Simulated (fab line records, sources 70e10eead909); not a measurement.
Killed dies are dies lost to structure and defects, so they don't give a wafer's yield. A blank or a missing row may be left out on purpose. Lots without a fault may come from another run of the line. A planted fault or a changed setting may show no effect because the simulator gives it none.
A struck lot beside a sound one | flow nand_harc | 12 steps out of a route of 1302
Sound: wafers L104.4, L104.5, L104.6. Struck: wafer L103.4. (L103.1, L103.3 of the same lot were not struck and are left out.) The cause comes at the end.
At each step with rows: each side's tool, then ch and its chambers, then its first start. Under that, the readings that differ: sound wafers | struck wafers | difference of the means | sigmas: that difference in standard deviations of wafers without a fault.
alike: readings whose means differ by less than 2 such deviations, and words and numbers that are the same on both sides. not compared: withheld readings, readings that some wafer has no value for, bounds like >300 that may hide the same value, and numbers for which the record gives no deviation and whose values overlap.
The two part at a step that has a row with sigmas, a row that says differs or no value, or rows on one side only. Numbers that don't overlap but have no deviation are shown without sigmas and don't part them. A reading that every wafer of one side lacks parts them only if that side has two wafers or more.

NHARC_A_SLIT_ETCH_29: etches the open film in CF4/O2, target depth 100 nm, overetch 10 nm, time 55 s.
  sound on rie_diel-10 ch 1,2,3, day 25 15:36; struck on rie_diel-08 ch 3, day 25 19:04
  reading                     | sound       | struck | difference | sigmas
  drypump_motor_current_A (A) | 5.4 5.4 5.3 | 6.4    | +1.0       | +3
  alike: oes_product_au, rf_vpp_V, showerhead_plenum_p_Torr, throttle_valve_pct
  not compared: rf_hours_counter_h
NHARC_A_SLIT_STRIP_18: strips in O2.
  sound on rie_diel-10 ch 0,2,3; struck on rie_diel-08 ch 2
  alike: drypump_motor_current_A, oes_product_au, rf_vpp_V, showerhead_plenum_p_Torr, throttle_valve_pct
  not compared: rf_hours_counter_h
then, 2 steps without rows for these wafers: NHARC_A_SLIT_PRECLEAN_19 (cleans in SC1); NHARC_A_SLIT_SRD_20.
NHARC_A_SLIT_CD_MEAS_21:
  sound on cd_sem-02, day 25 16:08; struck on cd_sem-01, day 25 19:39
  alike: cd_nm
then, 3 steps without rows for these wafers: NHARC_A_SIN_REMOVE_WET_00 (chemistry H3PO4, time 15300 s); NHARC_A_SIN_REMOVE_PRECLEAN_01 (cleans in SC1); NHARC_A_SIN_REMOVE_SRD_02.
NHARC_A_SIN_REMOVE_INSPECT_04:
  sound on defect_inspect-01, day 25 22:47; struck on defect_inspect-02, day 26 02:13
  alike: raw_defect_count
NHARC_A_WL_FILL_ALD_00: deposits Al2O3, target thk 3 nm, pulse time 3 s, ald cycles 30.
  sound on ald_hk-03 ch 1,2,3, day 25 22:56; struck on ald_hk-03 ch 3, day 26 02:17
  alike: heater_power_w, precursor_pulse_height_rel
  not compared: ald_cycles
NHARC_A_WL_FILL_RTA_01: time 5 s.
  sound on rtp_anneal-01 ch 0, day 25 23:16; struck on rtp_anneal-02 ch 0, day 26 02:32
  alike: lamp_power_pct, wafer_temp_C_max
NHARC_A_WL_FILL_ALD_02: deposits TiN, target thk 2 nm, pulse time 3 s, ald cycles 100.
  sound on ald_metal-02 ch 2,3, day 25 23:23; struck on ald_metal-01 ch 2, day 26 02:47
  reading                    | sound             | struck | difference | sigmas
  ald_cycles                 | 100 100 100       | 80     | -20        |
  precursor_pulse_height_rel | 0.983 0.979 0.985 | 1.033  | +0.051     | +2
  alike: heater_power_w

WHERE THEY PART
First at NHARC_A_SLIT_ETCH_29; last, within this record, at NHARC_A_WL_FILL_ALD_02.

WHY: what the simulator had put in
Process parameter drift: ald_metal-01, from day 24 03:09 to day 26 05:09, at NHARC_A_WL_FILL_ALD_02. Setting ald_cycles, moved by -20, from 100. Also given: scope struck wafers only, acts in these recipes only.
